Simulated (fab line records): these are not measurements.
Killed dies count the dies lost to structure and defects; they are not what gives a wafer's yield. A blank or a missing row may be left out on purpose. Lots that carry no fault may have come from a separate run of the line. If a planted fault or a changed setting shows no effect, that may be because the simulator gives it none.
Matching of chambers || flow nand-harc || NHARC_A_CONTACT_ETCH_88 on rie-diel-12 has 4 sister chambers
The step etches the open film in CF4, target depth 39 nm, time 65 s. 27 wafers are shown with their chamber, then 12 later ones without.

## EACH WAFER AND ITS CHAMBER
{"wafer": "L075.2", "chamber": 3, "drypump-motor-current-A (A)": 6.5, "showerhead-plenum-p-Torr (Torr)": 1.73, "rf-vpp-V (V)": 150.0}
{"wafer": "L075.4", "chamber": 0, "drypump-motor-current-A (A)": 5.5, "showerhead-plenum-p-Torr (Torr)": 1.76, "rf-vpp-V (V)": 151.8}
{"wafer": "L075.5", "chamber": 0, "drypump-motor-current-A (A)": 5.5, "showerhead-plenum-p-Torr (Torr)": 1.76, "rf-vpp-V (V)": 151.4}
{"wafer": "L077.3", "chamber": 2, "drypump-motor-current-A (A)": 5.1, "showerhead-plenum-p-Torr (Torr)": 1.72, "rf-vpp-V (V)": 150.4}
{"wafer": "L077.4", "chamber": 3, "drypump-motor-current-A (A)": 6.5, "showerhead-plenum-p-Torr (Torr)": 1.73, "rf-vpp-V (V)": 149.7}
{"wafer": "L077.5", "chamber": 1, "drypump-motor-current-A (A)": 5.8, "showerhead-plenum-p-Torr (Torr)": 1.76, "rf-vpp-V (V)": 150.3}
{"wafer": "L078.1", "chamber": 0, "drypump-motor-current-A (A)": 5.5, "showerhead-plenum-p-Torr (Torr)": 1.76, "rf-vpp-V (V)": 151.7}
{"wafer": "L078.2", "chamber": 2, "drypump-motor-current-A (A)": 5.0, "showerhead-plenum-p-Torr (Torr)": 1.72, "rf-vpp-V (V)": 149.1}
{"wafer": "L078.4", "chamber": 1, "drypump-motor-current-A (A)": 5.8, "showerhead-plenum-p-Torr (Torr)": 1.76, "rf-vpp-V (V)": 152.0}
{"wafer": "L079.2", "chamber": 0, "drypump-motor-current-A (A)": 5.5, "showerhead-plenum-p-Torr (Torr)": 1.76, "rf-vpp-V (V)": 149.9}
{"wafer": "L079.3", "chamber": 1, "drypump-motor-current-A (A)": 5.8, "showerhead-plenum-p-Torr (Torr)": 1.76, "rf-vpp-V (V)": 151.9}
{"wafer": "L079.5", "chamber": 0, "drypump-motor-current-A (A)": 5.5, "showerhead-plenum-p-Torr (Torr)": 1.76, "rf-vpp-V (V)": 152.4}
{"wafer": "L081.1", "chamber": 1, "drypump-motor-current-A (A)": 5.8, "showerhead-plenum-p-Torr (Torr)": 1.76, "rf-vpp-V (V)": 151.3}
{"wafer": "L081.3", "chamber": 0, "drypump-motor-current-A (A)": 5.5, "showerhead-plenum-p-Torr (Torr)": 1.76, "rf-vpp-V (V)": 149.8}
{"wafer": "L081.5", "chamber": 0, "drypump-motor-current-A (A)": 5.5, "showerhead-plenum-p-Torr (Torr)": 1.76, "rf-vpp-V (V)": 151.2}
{"wafer": "L080.3", "chamber": 0, "drypump-motor-current-A (A)": 5.5, "showerhead-plenum-p-Torr (Torr)": 1.76, "rf-vpp-V (V)": 152.0}
{"wafer": "L080.5", "chamber": 0, "drypump-motor-current-A (A)": 5.5, "showerhead-plenum-p-Torr (Torr)": 1.76, "rf-vpp-V (V)": 150.4}
{"wafer": "L080.6", "chamber": 3, "drypump-motor-current-A (A)": 6.5, "showerhead-plenum-p-Torr (Torr)": 1.73, "rf-vpp-V (V)": 149.8}
{"wafer": "L086.2", "chamber": 0, "drypump-motor-current-A (A)": 5.4, "showerhead-plenum-p-Torr (Torr)": 1.75, "rf-vpp-V (V)": 151.5}
{"wafer": "L086.5", "chamber": 0, "drypump-motor-current-A (A)": 5.4, "showerhead-plenum-p-Torr (Torr)": 1.75, "rf-vpp-V (V)": 151.2}
{"wafer": "L086.6", "chamber": 3, "drypump-motor-current-A (A)": 6.5, "showerhead-plenum-p-Torr (Torr)": 1.72, "rf-vpp-V (V)": 150.4}
{"wafer": "L089.3", "chamber": 1, "drypump-motor-current-A (A)": 5.8, "showerhead-plenum-p-Torr (Torr)": 1.76, "rf-vpp-V (V)": 149.9}
{"wafer": "L089.5", "chamber": 1, "drypump-motor-current-A (A)": 5.8, "showerhead-plenum-p-Torr (Torr)": 1.76, "rf-vpp-V (V)": 151.1}
{"wafer": "L089.6", "chamber": 0, "drypump-motor-current-A (A)": 5.5, "showerhead-plenum-p-Torr (Torr)": 1.75, "rf-vpp-V (V)": 151.5}
{"wafer": "L091.2", "chamber": 0, "drypump-motor-current-A (A)": 5.5, "showerhead-plenum-p-Torr (Torr)": 1.75, "rf-vpp-V (V)": 151.4}
{"wafer": "L091.3", "chamber": 2, "drypump-motor-current-A (A)": 5.1, "showerhead-plenum-p-Torr (Torr)": 1.71, "rf-vpp-V (V)": 151.4}
{"wafer": "L091.4", "chamber": 1, "drypump-motor-current-A (A)": 5.8, "showerhead-plenum-p-Torr (Torr)": 1.76, "rf-vpp-V (V)": 152.0}

SIGNATURES (averages over the wafers above)
{"reading": "drypump-motor-current-A", "chamber 0": 5.485, "chamber 1": 5.800, "chamber 2": 5.067, "chamber 3": 6.500, "scatter within a chamber": 0.032}
{"reading": "showerhead-plenum-p-Torr", "chamber 0": 1.7569, "chamber 1": 1.7600, "chamber 2": 1.7167, "chamber 3": 1.7275, "scatter within a chamber": 0.00427}
{"reading": "rf-vpp-V", "chamber 0": 151.246, "chamber 1": 151.214, "chamber 2": 150.300, "chamber 3": 149.975, "scatter within a chamber": 0.793}
Rule: a wafer's distance from a chamber is the root of the sum, over the readings, of the square of ((its reading less the chamber's mean) divided by the reading's scatter). The wafer belongs to the nearest chamber; if the next one is less than 2 further off, it can't be placed. How the scatter is found: for the shown wafers, subtract from each reading the mean of its chamber, square and add these, divide the total by (wafers less chambers), then take the root.

## WAFERS WHOSE CHAMBER IS MISSING
{"wafer": "L092.1", "drypump-motor-current-A (A)": 5.1, "showerhead-plenum-p-Torr (Torr)": 1.71, "rf-vpp-V (V)": 150.9}
{"wafer": "L092.2", "drypump-motor-current-A (A)": 5.5, "showerhead-plenum-p-Torr (Torr)": 1.75, "rf-vpp-V (V)": 152.9}
{"wafer": "L092.5", "drypump-motor-current-A (A)": 5.1, "showerhead-plenum-p-Torr (Torr)": 1.71, "rf-vpp-V (V)": 149.5}
{"wafer": "L090.1", "drypump-motor-current-A (A)": 5.1, "showerhead-plenum-p-Torr (Torr)": 1.71, "rf-vpp-V (V)": 150.5}
{"wafer": "L090.2", "drypump-motor-current-A (A)": 5.8, "showerhead-plenum-p-Torr (Torr)": 1.76, "rf-vpp-V (V)": 151.2}
{"wafer": "L090.3", "drypump-motor-current-A (A)": 6.5, "showerhead-plenum-p-Torr (Torr)": 1.72, "rf-vpp-V (V)": 150.8}
{"wafer": "L094.2", "drypump-motor-current-A (A)": 6.5, "showerhead-plenum-p-Torr (Torr)": 1.72, "rf-vpp-V (V)": 151.0}
{"wafer": "L094.4", "drypump-motor-current-A (A)": 5.1, "showerhead-plenum-p-Torr (Torr)": 1.71, "rf-vpp-V (V)": 150.9}
{"wafer": "L094.5", "drypump-motor-current-A (A)": 5.5, "showerhead-plenum-p-Torr (Torr)": 1.75, "rf-vpp-V (V)": 151.6}
{"wafer": "L097.1", "drypump-motor-current-A (A)": 5.8, "showerhead-plenum-p-Torr (Torr)": 1.76, "rf-vpp-V (V)": 151.4}
{"wafer": "L097.2", "drypump-motor-current-A (A)": 5.5, "showerhead-plenum-p-Torr (Torr)": 1.75, "rf-vpp-V (V)": 151.4}
{"wafer": "L097.5", "drypump-motor-current-A (A)": 5.8, "showerhead-plenum-p-Torr (Torr)": 1.76, "rf-vpp-V (V)": 151.3}

## THE CHAMBER EACH PASSED THROUGH
{"wafer": "L092.1", "from the rows above": 2, "in truth": 2}
{"wafer": "L092.2", "from the rows above": 0, "in truth": 0}
{"wafer": "L092.5", "from the rows above": 2, "in truth": 2}
{"wafer": "L090.1", "from the rows above": 2, "in truth": 2}
{"wafer": "L090.2", "from the rows above": 1, "in truth": 1}
{"wafer": "L090.3", "from the rows above": 3, "in truth": 3}
{"wafer": "L094.2", "from the rows above": 3, "in truth": 3}
{"wafer": "L094.4", "from the rows above": 2, "in truth": 2}
{"wafer": "L094.5", "from the rows above": 0, "in truth": 0}
{"wafer": "L097.1", "from the rows above": 1, "in truth": 1}
{"wafer": "L097.2", "from the rows above": 0, "in truth": 0}
{"wafer": "L097.5", "from the rows above": 1, "in truth": 1}
12 of 12 placed correctly. Left unplaced by these rows: 0. 0 placed wrongly.
